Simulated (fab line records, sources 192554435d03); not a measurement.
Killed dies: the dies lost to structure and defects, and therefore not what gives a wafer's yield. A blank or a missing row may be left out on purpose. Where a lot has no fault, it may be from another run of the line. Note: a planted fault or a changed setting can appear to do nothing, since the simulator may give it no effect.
fab line records	flow n5_finfet
[record] lots = 8	wafers = 21	last_day = 17
route steps=1938 shown BEOL_M4@1059 PASSIVATION@1936
lots with no fault: from the same line, run without faults
start_h: hours from the record's first day to the start of the lot's first wafer shown	wait_h: how many hours have passed since the lot's step before this one	" as in the row above	L1.1+2: one row covering several wafers at once	- no value, or no start was given	* or withheld: withheld	< > ~ a bound
route shown NAME@n: NAME is a module with steps in the file, n the number in the route of the first one	usual: mean/standard deviation taken from wafers without a fault	same: alike in all rows	chamber/n: place in a boat	sites: each site's reading	_std_site: their standard deviation	_edge_site: inner sites' mean taken away from outer sites' mean	radius_mm: how far each site lies from the wafer's centre	mask NAME#n: copy n	behind: the last tool/chamber to shape the wafer	hold: the reason the lot was held/the length of the hold in hours/how it ended	device: which transistor (n, p or np) failed to switch	end of line: the same wafers' tests at the end of the route	step lacking rows: just its recipe	killed: dies lost to structure and defects at the first sort, not the wafer's yield	map: a wafer's dies, marking killed ones x, the rest . and places with no die _
set.NAME: the run value of the setting; set.NAME@STEP: its run value at that earlier step	model.NAME: the simulator's own value behind a step, which no gauge read
steps of the route over a sample of lots; a table a step, a row a wafer
services: from which hour (start_h, from the record's first day; less than 0 if before it) a tool's chamber was out of use, for how many hours, and why
[[steps]]
[step N5_BEOL_M4_DESCUM_33]
[recipe] chemistry = O2	time_s = 7	source_power_w = 50	bias_power_w = 20	pressure_mtorr = 20	rf_frequency_hz = 2.712e+07	temp_c = 40	resist = CAR-EUV	o2_flow_sccm = 225
[usual] drypump_motor_current_A = 5.7/0.45	oes_product_au = 0.83/0.07	rf_fwd_power_W = 49.45/0.22	rf_vpp_V = 243.7/1.4	showerhead_plenum_p_Torr = 2.13/0.071	throttle_valve_pct = 20.32/0.25
lot.wafer	tool	chamber	start_h	wait_h	drypump_motor_current_A	oes_product_au	rf_fwd_power_W	rf_hours_counter_h	rf_vpp_V	showerhead_plenum_p_Torr	throttle_valve_pct
L342.1	rie_diel-02	0	165.37	0.0	6.4	0.96	49.52	20	241.4	2.04	20.56
L342.3	"	3	"	"	4.9	0.83	49.27	79	243.6	2.13	20.13
L345.1	rie_diel-06	2	196.62	0.0	5.1	0.86	49.28	40	243.1	2.13	19.95
L345.5	"	1	"	"	6.1	0.77	49.74	-	242.6	2.04	20.52
L345.6	"	2	"	"	5.2	0.87	49.24	-	243.6	2.13	19.96
L346.1	rie_diel-03	3	197.86	0.0	5.6	0.85	49.68	60	243.6	2.13	20.33
L346.2	"	0	"	"	6.1	0.82	49.18	103	242.7	2.09	20.65
L346.6	"	3	"	"	5.6	0.83	49.42	-	241.9	2.13	20.33
L357.1	rie_diel-06	3	266.62	0.0	5.8	0.80	49.75	104	244.3	2.18	20.09
L357.2	"	1	"	"	6.1	0.75	49.67	133	242.2	2.03	20.56
L357.4	"	2	"	"	5.1	0.83	49.53	61	243.2	2.12	19.99
L359.3	rie_diel-02	1	273.60	0.0	5.7	0.92	49.47	19	243.2	2.12	19.92
L359.4	"	2	"	"	5.6	0.97	49.26	10	242.8	2.06	20.22
L359.5	"	0	"	"	6.5	0.88	49.66	-	241.5	2.03	20.62
L360.2	rie_diel-06	2	289.71	0.0	5.1	0.84	49.24	69	245.4	2.12	20.02
L360.5	"	3	"	"	5.8	0.80	49.27	-	244.4	2.18	20.13
L362.3	rie_diel-03	1	294.80	0.0	5.7	0.86	49.79	55	244.9	2.24	20.44
L362.6	"	2	"	"	5.5	0.84	49.35	-	245.3	2.20	20.62
L363.1	rie_diel-02	2	302.58	0.0	5.6	0.94	49.35	20	242.1	2.05	20.22
L363.3	"	1	"	"	5.7	0.91	49.30	30	243.8	2.12	19.93
L363.4	"	0	"	"	6.4	0.88	49.40	74	242.7	2.02	20.63
[step N5_BEOL_M4_TRENCH_ETCH_37]
[recipe] chemistry = C4F6/O2	target_depth_a = 555.55	target = SiOC	time_s = 29.2	ion_energy_ev = 250	pressure_mtorr = 30	source_w = 355	bias_w = 185	Ar_flow_sccm = 300	C4F6_flow_sccm = 10	O2_flow_sccm = 10
[usual] drypump_motor_current_A = 5.7/0.44	oes_product_au = 0.83/0.056	rf_fwd_power_W = 350.4/1.8	rf_vpp_V = 666/15	showerhead_plenum_p_Torr = 2.89/0.081	throttle_valve_pct = 20.76/0.28
lot.wafer	tool	chamber	start_h	wait_h	drypump_motor_current_A	oes_product_au	rf_fwd_power_W	rf_hours_counter_h	rf_vpp_V	showerhead_plenum_p_Torr	throttle_valve_pct
L342.1	rie_diel-06	3	167.64	-	5.8	0.86	352.3	68	666	3.00	20.65
L342.3	"	0	"	"	6.2	0.85	351.8	50	682	2.99	20.30
L345.1	rie_diel-02	3	198.60	-	4.9	0.80	349.0	93	657	2.88	20.54
L345.5	"	0	"	"	6.5	0.92	351.7	-	662	2.80	21.14
L345.6	"	3	"	"	4.9	0.80	348.0	-	657	2.88	20.55
L346.1	rie_diel-06	1	199.00	-	6.0	0.78	350.8	112	663	2.75	20.82
L346.2	"	3	"	"	5.8	0.85	351.1	80	667	3.00	20.67
L346.6	"	1	"	"	6.1	0.78	351.8	-	664	2.75	20.81
L357.1	rie_diel-06	1	272.04	-	6.1	0.76	352.5	135	662	2.74	20.83
L357.2	"	3	"	"	5.7	0.82	352.2	106	667	2.98	20.70
L357.4	"	0	"	"	6.1	0.61	350.4	89	682	2.97	20.34
L359.3	rie_diel-06	2	276.35	-	5.1	0.83	352.3	65	666	2.89	20.47
L359.4	"	1	"	"	6.1	0.57	350.8	137	662	2.74	20.79
L359.5	"	2	"	"	5.1	0.63	352.4	-	666	2.89	20.44
L360.2	rie_diel-02	0	296.11	-	6.4	0.85	350.5	71	660	2.78	21.19
L360.5	"	3	"	"	4.9	0.75	349.0	-	657	2.87	20.61
L362.3	rie_diel-02	2	300.76	-	5.6	0.93	349.6	20	670	2.79	20.62
L362.6	"	1	"	"	5.7	0.90	351.7	-	679	2.90	20.50
L363.1	rie_diel-02	3	304.07	-	4.9	0.77	348.4	134	657	2.87	20.63
L363.3	"	0	"	"	6.5	0.85	349.8	74	659	2.78	21.20
L363.4	"	2	"	"	5.6	0.93	348.9	21	669	2.79	20.60
[step N5_BEOL_M4_ETCH_41]
[recipe] chemistry = CH3F/O2	target = SiCN	target_depth_a = 299	taper_deg = 2	time_s = 52.5	ion_energy_ev = 120	mask_material = TiN	pressure_mtorr = 30	source_w = 395	bias_w = 75	Ar_flow_sccm = 150	CH3F_flow_sccm = 30	O2_flow_sccm = 20
[usual] drypump_motor_current_A = 5.7/0.44	oes_product_au = 0.84/0.056	rf_fwd_power_W = 391.3/1.6	rf_vpp_V = 298.0/1.6	showerhead_plenum_p_Torr = 2.03/0.061	throttle_valve_pct = 16.21/0.25
lot.wafer	tool	chamber	start_h	wait_h	drypump_motor_current_A	oes_product_au	rf_fwd_power_W	rf_hours_counter_h	rf_vpp_V	showerhead_plenum_p_Torr	throttle_valve_pct
L342.1	rie_diel-06	3	-	-	5.8	0.87	389.9	68	299.8	2.11	16.08
L342.3	"	0	"	"	6.1	0.85	393.5	50	299.4	2.11	15.85
L345.1	rie_diel-02	3	-	-	4.9	0.80	391.1	93	297.8	2.03	16.02
L345.5	"	0	"	"	6.4	0.92	390.2	-	296.6	1.97	16.47
L345.6	"	3	"	"	4.9	0.81	388.5	-	297.5	2.03	16.02
L346.1	rie_diel-06	1	-	-	6.1	0.77	391.6	112	295.7	1.93	16.31
L346.2	"	3	"	"	5.8	0.85	392.0	80	300.6	2.11	16.10
L346.6	"	1	"	"	6.1	0.78	392.4	-	296.5	1.93	16.29
L357.1	rie_diel-06	1	-	-	6.1	0.77	393.9	135	295.5	1.92	16.32
L357.2	"	3	"	"	5.8	0.83	395.5	106	299.6	2.10	16.15
L357.4	"	0	"	"	6.2	0.81	393.1	89	300.0	2.10	15.90
L359.3	rie_diel-06	2	-	-	5.1	0.83	390.7	65	299.0	2.03	15.93
L359.4	"	1	"	"	6.1	0.76	391.4	137	296.1	1.92	16.33
L359.5	"	2	"	"	5.1	0.83	394.0	-	297.8	2.03	15.92
L360.2	rie_diel-02	0	-	-	6.5	0.86	390.5	71	297.3	1.95	16.56
L360.5	"	3	"	"	4.9	0.77	388.0	-	297.6	2.02	16.10
L362.3	rie_diel-02	2	-	-	5.6	0.94	390.6	20	296.4	1.96	16.00
L362.6	"	1	"	"	5.7	0.89	390.6	-	299.1	2.04	15.94
L363.1	rie_diel-02	3	-	-	4.9	0.77	389.9	134	298.3	2.01	16.10
L363.3	"	0	"	"	6.5	0.86	390.6	74	296.7	1.95	16.57
L363.4	"	2	"	"	5.6	0.93	391.9	21	296.7	1.95	16.01
[step N5_BEOL_M4_OCD_MEAS_38]
[usual] trench_depth_nm = 56.1/1.1
lot.wafer	tool	chamber	start_h	wait_h	trench_depth_nm
L342.1	ocd-02	-	167.80	-	58.2
L342.3	"	-	"	"	54.4
L345.1	ocd-01	-	198.75	-	56.0
L345.5	"	-	"	"	56.8
L345.6	"	-	"	"	55.9
L346.1	ocd-02	-	199.15	-	56.4
L346.2	"	-	"	"	58.7
L346.6	"	-	"	"	55.7
L357.1	ocd-02	-	272.19	-	56.0
L357.2	"	-	"	"	58.4
L357.4	"	-	"	"	34.6
L359.3	ocd-02	-	276.50	-	56.2
L359.4	"	-	"	"	33.6
L359.5	"	-	"	"	34.5
L360.2	ocd-02	-	296.27	-	56.4
L360.5	"	-	"	"	55.0
L362.3	ocd-01	-	300.91	-	57.8
L362.6	"	-	"	"	56.0
L363.1	ocd-02	-	304.22	-	55.2
L363.3	"	-	"	"	55.7
L363.4	"	-	"	"	57.5
[step N5_BEOL_M4_SURFACE_TREAT_85]
[recipe] gas = Ar	time_s = *	ion_energy_ev = *	ion_current_ma_cm2 = 0.5	pressure_mtorr = *	ar_flow_sccm = 30
[usual] throttle_valve_pct = *
lot.wafer	tool	chamber	start_h	wait_h	throttle_valve_pct
L342.1	pvd_sputter-01	-	169.12	0.3	*
L342.3	"	-	"	"	*
L345.1	pvd_sputter-03	-	199.50	0.2	*
L345.5	"	-	"	"	*
L345.6	"	-	"	"	*
L346.1	pvd_sputter-02	-	199.67	0.1	*
L346.2	"	-	"	"	*
L346.6	"	-	"	"	*
L357.1	pvd_sputter-02	-	273.39	0.2	*
L357.2	"	-	"	"	*
L357.4	"	-	"	"	*
L359.3	pvd_sputter-03	-	277.15	0.2	*
L359.4	"	-	"	"	*
L359.5	"	-	"	"	*
L360.2	pvd_sputter-02	-	296.93	0.1	*
L360.5	"	-	"	"	*
L362.3	pvd_sputter-02	-	301.54	0.1	*
L362.6	"	-	"	"	*
L363.1	pvd_sputter-03	-	304.96	0.3	*
L363.3	"	-	"	"	*
L363.4	"	-	"	"	*
[step N5_BEOL_M4_THK_MEAS_53]
[recipe] thk_meas_gauge = xrf	reads = Cu_of_BEOL_M4_ECD_50
[usual] M4_THK = 42.1/1.6
lot.wafer	tool	chamber	start_h	wait_h	M4_THK[nm]
L342.1	film_metro-02	-	171.91	-	45.0
L342.3	"	-	"	"	40.7
L345.1	film_metro-02	-	202.41	-	43.4
L345.5	"	-	"	"	42.3
L345.6	"	-	"	"	42.9
L346.1	film_metro-02	-	204.14	-	41.7
L346.2	"	-	"	"	43.3
L346.6	"	-	"	"	42.4
L357.1	film_metro-02	-	276.41	-	42.1
L357.2	"	-	"	"	44.7
L357.4	"	-	"	"	20.1
L359.3	film_metro-01	-	280.02	-	42.7
L359.4	"	-	"	"	18.8
L359.5	"	-	"	"	19.4
L360.2	film_metro-01	-	299.77	-	42.0
L360.5	"	-	"	"	40.0
L362.3	film_metro-02	-	305.19	-	43.1
L362.6	"	-	"	"	42.8
L363.1	film_metro-02	-	309.18	-	39.4
L363.3	"	-	"	"	40.8
L363.4	"	-	"	"	43.3
[step N5_BEOL_M4_RS_MEAS_58]
[recipe] thk_meas_gauge = four-point-probe	reads = Co_of_BEOL_M4_CO_CAP_55+Cu_of_BEOL_M4_ECD_50+Co_of_BEOL_M4_CVD_47+TaN_of_BEOL_M4_ALD_84
[usual] M4_RS = 0.66/0.032
lot.wafer	tool	chamber	start_h	wait_h	M4_RS[ohm/sq]
L342.1	film_metro-02	-	172.17	0.0	0.60
L342.3	"	-	"	"	0.69
L345.1	film_metro-02	-	202.67	0.0	0.63
L345.5	"	-	"	"	0.65
L345.6	"	-	"	"	0.64
L346.1	film_metro-02	-	204.43	0.1	0.66
L346.2	"	-	"	"	0.63
L346.6	"	-	"	"	0.64
L357.1	film_metro-01	-	276.70	0.1	0.66
L357.2	"	-	"	"	0.61
L357.4	"	-	"	"	1.80
L359.3	film_metro-01	-	280.31	0.1	0.64
L359.4	"	-	"	"	1.94
L359.5	"	-	"	"	1.86
L360.2	film_metro-01	-	300.03	0.1	0.66
L360.5	"	-	"	"	0.70
L362.3	film_metro-01	-	305.69	0.1	0.63
L362.6	"	-	"	"	0.64
L363.1	film_metro-02	-	309.44	0.0	0.71
L363.3	"	-	"	"	0.67
L363.4	"	-	"	"	0.62
[step N5_BEOL_M4_RC_MEAS_101]
[usual] DIBL_N = 36.3/1.6	DIBL_P = 36.2/2	IOFF_N = 0.160/0.028	IOFF_P = 0.21/0.036	ION_N = 677/11	ION_P = 465/6.9	SERP_M4 = 191/16	SERP_M4_max_site = 203/18	SS_N = 71.5/0.55	SS_P = 73.3/0.64	VT_N = 250/3	VT_P = -250/3.5
lot.wafer	tool	chamber	start_h	wait_h	DIBL_N[mV/V]	DIBL_P[mV/V]	IOFF_N[nA/um]	IOFF_P[nA/um]	ION_N[uA/um]	ION_P[uA/um]	SERP_M4[ohm/um]	SERP_M4_max_site[ohm/um]	SS_N[mV/dec]	SS_P[mV/dec]	VT_N[mV]	VT_P[mV]
L342.1	prober-01	0	172.22	0.0	32.7	32.0	0.112	0.15	668	454	175	188	70.4	72.0	253	-257
L342.3	"	0	"	"	35.3	35.6	0.149	0.19	671	462	190	208	71.5	72.9	249	-253
L345.1	prober-02	0	202.72	0.0	37.8	37.0	0.155	0.22	679	473	173	182	71.5	73.6	251	-249
L345.5	"	0	"	"	38.3	36.7	0.152	0.22	662	469	177	186	71.8	73.4	253	-248
L345.6	"	0	"	"	40.5	40.7	0.222	0.30	699	477	187	202	72.4	74.5	246	-244
L346.1	prober-01	0	204.48	0.0	37.1	36.7	0.159	0.21	679	467	196	219	72.0	73.0	250	-252
L346.2	"	0	"	"	37.2	35.5	0.166	0.20	671	459	184	193	72.2	72.8	247	-250
L346.6	"	0	"	"	36.6	35.7	0.150	0.19	683	461	201	208	71.2	72.2	249	-250
L357.1	prober-02	0	276.75	0.0	34.3	35.0	0.128	0.18	662	465	220	229	71.2	72.5	253	-251
L357.2	"	0	"	"	33.1	34.0	0.112	0.17	660	458	186	198	71.3	72.6	255	-252
L359.3	prober-02	0	280.67	0.3	35.7	34.2	0.147	0.22	666	458	171	181	71.0	72.6	250	-248
L359.4	"	0	"	"	38.5	38.1	0.206	0.27	692	471	486	545	72.0	74.1	245	-246
L359.5	"	0	"	"	37.5	35.7	0.178	0.23	697	476	475	500	71.6	73.1	249	-250
L360.2	prober-01	0	300.23	0.2	33.4	31.5	0.118	0.16	669	455	191	198	71.0	72.4	252	-255
L360.5	"	0	"	"	32.2	30.3	0.107	0.15	668	461	208	228	69.9	72.7	255	-254
L362.3	prober-01	0	306.05	0.3	36.7	35.4	0.172	0.21	682	463	189	195	71.5	73.3	247	-250
L362.6	"	0	"	"	35.5	34.4	0.151	0.20	684	465	194	205	71.0	73.7	246	-248
L363.1	prober-02	0	309.49	0.0	36.5	36.4	0.155	0.19	671	453	202	213	72.0	73.5	250	-254
L363.3	"	0	"	"	35.6	35.2	0.144	0.16	678	456	171	185	71.4	73.4	251	-257
L363.4	"	0	"	"	36.0	35.8	0.139	0.17	670	452	177	190	71.6	73.5	249	-253
// sites SERP_M4 radius_mm=0,75,75,75,75,140,140,140,140
L342.1 175 169 183 171 180 155 188 167 179
L345.1 174 173 182 176 177 170 158 161 166
L346.1 187 187 194 196 188 197 219 215 200
L357.1 220 219 220 229 221 204 222 204 208
L359.3 167 170 176 181 174 171 175 163 166
L360.2 175 191 198 187 184 192 186 193 198
L362.3 189 195 181 193 187 195 178 176 192
L363.1 208 197 206 198 206 195 213 202 199
[step N5_PASSIVATION_PROBE_49]
[usual] defect_limited_yield = 91.2/1.5	killed_at_M0_to_M3 = 36/10	killed_at_M4_up = 13/6	killed_at_contacts = 11/5.2	killed_at_front_end = 40/11	killed_at_other = 3.1/2.9	killed_dies = 104/17	killed_on_rim = 14/3.6	killed_open = 66/12	killed_short = 34/7.7	sort_bin_5_function = 5.1/0.91	sort_bin_6_memory = 3.2/0.67	sort_bin_8_speed = 0.00/0.0074	sort_n_pass = 1076/17
[same] gross_dies = 1180	killed_at_back_side = 0	sort_bin_4_leakage[%] = 0
lot.wafer	tool	chamber	start_h	wait_h	defect_limited_yield[%]	killed_at_M0_to_M3	killed_at_M4_up	killed_at_contacts	killed_at_front_end	killed_at_other	killed_dies	killed_on_rim	killed_open	killed_short	sort_bin_5_function[%]	sort_bin_6_memory[%]	sort_bin_8_speed[%]	sort_n_pass
L342.1	prober-01	-	282.10	0.0	92.6	24	8	11	42	2	87	13	62	25	4.7	2.4	0	1093
L342.3	prober-01	-	282.20	0.1	92.5	35	8	8	31	6	88	12	49	36	4.3	2.8	0	1092
L346.1	prober-02	-	302.56	0.0	88.6	46	12	16	51	9	134	12	76	52	6.4	4.2	0	1046
L346.2	prober-02	-	302.61	0.1	91.0	32	11	22	38	3	106	14	69	34	5.7	3.2	0	1074
L346.6	prober-02	-	302.81	0.3	90.7	42	15	10	43	0	110	13	65	42	5.2	3.7	0	1070
L357.1	prober-01	-	374.69	0.0	87.1	60	15	17	59	1	152	21	103	42	7.8	4.2	0	1028
L357.2	prober-01	-	374.74	0.1	90.3	56	11	5	42	0	114	15	82	31	5.6	3.6	0	1066
L357.4	prober-01	-	374.84	0.2	30.9	46	693	6	62	8	815	87	86	39	6.4	4.2	57.80	365
L359.3	prober-02	-	389.76	0.1	90.0	36	19	17	43	3	118	21	79	30	5.3	3.9	0	1062
L359.4	prober-02	-	389.81	0.2	54.3	32	445	9	53	0	539	94	79	36	6.6	3.1	35.85	641
L359.5	prober-02	-	389.86	0.2	62.5	28	346	13	54	2	443	47	67	40	5.2	3.6	27.71	737
L360.2	prober-01	-	403.92	0.1	88.7	38	25	20	50	0	133	18	91	38	7.0	4.0	0	1047
L360.5	prober-01	-	404.07	0.2	90.8	32	21	2	49	5	109	15	73	32	5.1	3.9	0	1071
L362.3	prober-02	-	417.38	0.1	93.0	26	14	2	39	2	83	12	48	34	3.9	2.8	0	1097
L362.6	prober-02	-	417.53	0.3	91.2	27	12	11	50	4	104	11	66	37	5.3	3.0	0	1076
// killed by level:class
L342.1 FIN_SAQP:geometric_particle:open=16 MOL_CONTACT_COAG:geometric_particle:open=8 BEOL_M0_SAQP:geometric_particle:open=8 STI_FIN_REVEAL:geometric_particle:open=7 BEOL_M1:geometric_particle:open=7 FIN_SAQP:geometric_particle:short=4 BEOL_M3:geometric_particle:open=4 STARTING-WAFER:geometric_particle:short=4
L342.3 BEOL_M0_SAQP:geometric_particle:open=9 FIN_SAQP:geometric_particle:open=8 BEOL_M0:geometric_particle:short=8 MOL_CONTACT_COAG:geometric_particle:open=5 BEOL_M0_SAQP:geometric_particle:short=5 FIN_SAQP:geometric_particle:short=4 BEOL_M1:geometric_particle:open=4 STI_FIN_REVEAL:geometric_particle:open=4
L346.1 BEOL_M0_SAQP:geometric_particle:short=16 BEOL_M0_SAQP:geometric_particle:open=11 FIN_SAQP:geometric_particle:short=10 STI_FIN_REVEAL:geometric_particle:open=10 MOL_CONTACT_COAG:geometric_particle:open=9 GATE_CUT:geometric_particle:short=8 BEOL_M0:geometric_particle:open=7 DUMMY_GATE:geometric_particle:open=6
L346.2 MOL_CONTACT_COAG:geometric_particle:open=20 FIN_SAQP:geometric_particle:short=10 STI_FIN_REVEAL:geometric_particle:open=9 BEOL_M2:geometric_particle:open=7 BEOL_M0_SAQP:geometric_particle:open=7 BEOL_M0_SAQP:geometric_particle:short=7 STI_FIN_REVEAL:geometric_particle:short=3 DUMMY_GATE:geometric_particle:short=3
L346.6 FIN_SAQP:geometric_particle:short=12 BEOL_M0_SAQP:geometric_particle:short=11 MOL_CONTACT_COAG:geometric_particle:open=10 BEOL_M0_SAQP:geometric_particle:open=9 BEOL_M1:geometric_particle:open=8 STI_FIN_REVEAL:geometric_particle:open=6 BEOL_M3:geometric_particle:open=6 BEOL_M4:geometric_particle:open=5
L357.1 BEOL_M2:geometric_particle:open=16 STI_FIN_REVEAL:geometric_particle:open=15 MOL_CONTACT_COAG:geometric_particle:open=13 FIN_SAQP:geometric_particle:open=11 BEOL_M0_SAQP:geometric_particle:short=11 DUMMY_GATE:geometric_particle:open=9 BEOL_M3:geometric_particle:open=9 BEOL_M4:geometric_particle:open=7
L357.2 BEOL_M3:geometric_particle:open=13 BEOL_M2:geometric_particle:open=12 STI_FIN_REVEAL:geometric_particle:open=11 BEOL_M0_SAQP:geometric_particle:open=10 BEOL_M0_SAQP:geometric_particle:short=8 BEOL_M1:geometric_particle:open=8 FIN_SAQP:geometric_particle:short=6 STI_FIN_REVEAL:geometric_particle:short=6
L357.4 BEOL_M4:area_ecd=682 BEOL_M1:geometric_particle:open=14 STI_FIN_REVEAL:geometric_particle:open=13 FIN_SAQP:geometric_particle:open=12 BEOL_M3:geometric_particle:open=10 STI_FIN_REVEAL:geometric_particle:short=7 HKMG_FIN:area_etch=7 DUMMY_GATE:geometric_particle:open=6
L359.3 MOL_CONTACT_COAG:geometric_particle:open=12 FIN_SAQP:geometric_particle:open=10 BEOL_M4:geometric_particle:open=10 BEOL_M3:geometric_particle:open=8 BEOL_M0_SAQP:geometric_particle:open=6 HKMG_FIN:area_etch=6 ILD0:geometric_particle:open=5 MOL_CONTACT_COAG:geometric_particle:short=5
L359.4 BEOL_M4:area_ecd=423 FIN_SAQP:geometric_particle:open=13 BEOL_M2:geometric_particle:open=9 FIN_SAQP:geometric_particle:short=6 DUMMY_GATE:geometric_particle:open=6 ILD0:geometric_particle:open=6 MOL_CONTACT_COAG:geometric_particle:open=6 BEOL_M0_SAQP:geometric_particle:short=6
L359.5 BEOL_M4:area_ecd=327 ILD0:geometric_particle:short=11 MOL_CONTACT_COAG:geometric_particle:open=11 FIN_SAQP:geometric_particle:open=9 FIN_SAQP:geometric_particle:short=9 BEOL_M4:geometric_particle:open=8 BEOL_M3:geometric_particle:open=8 HKMG_FIN:area_etch=7
L360.2 FIN_SAQP:geometric_particle:open=13 BEOL_M4:geometric_particle:open=13 MOL_CONTACT_COAG:geometric_particle:open=12 BEOL_M1:geometric_particle:open=12 FIN_SAQP:geometric_particle:short=11 MOL_CONTACT_COAG:geometric_particle:short=7 BEOL_M0_SAQP:geometric_particle:open=6 SPACER0:geometric_particle:open=5
L360.5 FIN_SAQP:geometric_particle:open=19 FIN_SAQP:geometric_particle:short=12 BEOL_M0_SAQP:geometric_particle:open=9 BEOL_M4:geometric_particle:open=9 BEOL_M0_SAQP:geometric_particle:short=5 BEOL_M1:geometric_particle:open=5 BEOL_M4:geometric_particle:short=5 BEOL_M3:geometric_particle:open=4
L362.3 FIN_SAQP:geometric_particle:open=10 BEOL_M3:geometric_particle:open=8 FIN_SAQP:geometric_particle:short=7 BEOL_M0_SAQP:geometric_particle:open=7 BEOL_M4:geometric_particle:open=6 GATE_CUT:geometric_particle:short=5 BEOL_M0_SAQP:geometric_particle:short=5 SPACER0:geometric_particle:short=3
L362.6 FIN_SAQP:geometric_particle:short=16 FIN_SAQP:geometric_particle:open=14 BEOL_M3:geometric_particle:open=10 MOL_CONTACT_COAG:geometric_particle:open=9 STI_FIN_REVEAL:geometric_particle:open=7 BEOL_M0_SAQP:geometric_particle:open=7 BEOL_M4:geometric_particle:open=5 STARTING-WAFER:geometric_particle:open=3
[[services]]
tool	chamber	start_h	hours	kind
pvd_sputter-03	-	169.46	17.4	repair
rie_diel-02	2	177.14	9.3	repair
rie_diel-02	1	178.63	14.1	repair
rie_diel-03	1	186.86	6.5	repair
rie_diel-02	1	193.11	-	clean
rie_diel-02	1	193.11	-	consumable_replace:focus_ring
rie_diel-02	1	193.11	25.0	scheduled_down
rie_diel-02	1	193.11	25.0	vent_cycle
rie_diel-03	1	202.38	5.7	repair
rie_diel-03	-	207.12	0.4	repair
rie_diel-02	2	220.79	6.6	repair
rie_diel-02	3	222.10	1.4	repair
rie_diel-02	2	227.67	-	clean
rie_diel-02	2	227.67	-	consumable_replace:focus_ring
rie_diel-02	2	227.67	19.5	scheduled_down
rie_diel-02	2	227.67	19.5	vent_cycle
rie_diel-03	2	246.73	2.6	repair
pvd_sputter-01	-	265.60	4.9	repair
[[key]]
[first_sign] step = N5_BEOL_M4_TRENCH_ETCH_37	reading = oes_product_au	direction = down	sigmas = 4.1	usual = 0.83	struck = 0.60
[effect] step = N5_BEOL_M4_OCD_MEAS_38	reading = trench_depth_nm	direction = down	sigmas = 20	usual = 56.1	struck = 34.2
[effect] step = N5_BEOL_M4_THK_MEAS_53	reading = M4_THK	direction = down	sigmas = 14	usual = 42.1	struck = 19.4
[effect] step = N5_BEOL_M4_RS_MEAS_58	reading = M4_RS	direction = up	sigmas = 37	usual = 0.66	struck = 1.87
[effect] step = N5_BEOL_M4_RC_MEAS_101	reading = SERP_M4	direction = up	sigmas = 18	usual = 191	struck = 481
[effect] step = N5_BEOL_M4_RC_MEAS_101	reading = SERP_M4_max_site	direction = up	sigmas = 18	usual = 203	struck = 523
[effect] step = N5_PASSIVATION_PROBE_49	reading = sort_bin_8_speed	direction = up	sigmas = 99+	usual = 0.00	struck = 40.45
[more_kills_born_at] N5_BEOL_M4_ECD_50@ecd_cu-01 = 750	N5_BEOL_M4_ECD_50@ecd_cu-02 = 682
met_at N5_BEOL_M4_TRENCH_ETCH_37
struck_lots L357,L359
struck_wafers L357.4,L359.4,L359.5
later_rows_left_out L357.4
not_acting_at N5_BEOL_M4_DESCUM_33,N5_BEOL_M4_ETCH_41,N5_BEOL_M4_SURFACE_TREAT_85
onset_between 199.00 272.04
[fault] kind = process_parameter_drift	tool = rie_diel-06	chamber = -	onset_h = 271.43	steps = N5_BEOL_M4_TRENCH_ETCH_37	channel = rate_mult	offset = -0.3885	shape = step	end_h = 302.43	scope = struck_wafers_only
// later_rows_left_out: the simulator's readings of these wafers behind a module that went badly wrong aren't trusted and aren't shown, but for the sort
